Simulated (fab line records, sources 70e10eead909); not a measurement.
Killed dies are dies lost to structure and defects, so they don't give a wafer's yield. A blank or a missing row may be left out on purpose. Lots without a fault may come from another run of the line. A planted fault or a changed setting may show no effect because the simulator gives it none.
A struck lot beside a sound one | flow nand_harc | 13 steps out of a route of 1159
Sound: wafers L126.1, L126.4, L126.6. Struck: wafers L139.2, L139.3, L139.4. The cause comes at the end.
At each step with rows: each side's tool, then ch and its chambers, then its first start. Under that, the readings that differ: sound wafers | struck wafers | difference of the means | sigmas: that difference in standard deviations of wafers without a fault.
alike: readings whose means differ by less than 2 such deviations, and words and numbers that are the same on both sides. not compared: withheld readings, readings that some wafer has no value for, bounds like >300 that may hide the same value, and numbers for which the record gives no deviation and whose values overlap.
The two part at a step that has a row with sigmas, a row that says differs or no value, or rows on one side only. Numbers that don't overlap but have no deviation are shown without sigmas and don't part them. A reading that every wafer of one side lacks parts them only if that side has two wafers or more.

first, 1 step without rows for these wafers: NHARC_THIN_TSV_SRD_23.
NHARC_THIN_TSV_DEGAS_53: time 60 s.
  sound on pvd_sputter-01, day 19 12:26; struck on pvd_sputter-02, day 22 22:01
  alike: heater_power_w
NHARC_THIN_TSV_PRE_CLEAN_54: time 30 s.
  sound on pvd_sputter-01, day 19 12:29; struck on pvd_sputter-02, day 22 22:07
  alike: heater_power_w
then, 9 steps without rows for these wafers: NHARC_THIN_TSV_PVD_55 (deposits TiN, target thk 50 nm); NHARC_THIN_TSV_PVD_24 (deposits Al, target thk 800 nm); NHARC_THIN_TSV_DEHYDRATE_25 (time 120 s); NHARC_THIN_TSV_HMDS_26 (time 30 s); NHARC_THIN_TSV_COAT_27; NHARC_THIN_TSV_SOFTBAKE_28 (time 95 s); NHARC_THIN_TSV_EBR_29; NHARC_THIN_TSV_EXPOSE_30 (exposes mask PAD); NHARC_THIN_TSV_PEB_31 (peb time 85 s).
NHARC_THIN_TSV_DEVELOP_32: time 70 s.
  sound on litho_track-03 ch 0, day 19 13:00; struck on litho_track-03, day 22 23:00
  no value came back on the struck wafers for chill_plate_temp_C (C), exhaust_pa (Pa); on the sound wafers chill_plate_temp_C (C) reads 23.01 22.99 23.06

WHERE THEY PART
Only at NHARC_THIN_TSV_DEVELOP_32, within this record.

WHY: what the simulator had put in
Skipped step whole: litho_track-03, from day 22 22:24 on, at NHARC_THIN_TSV_DEVELOP_32. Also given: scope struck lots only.
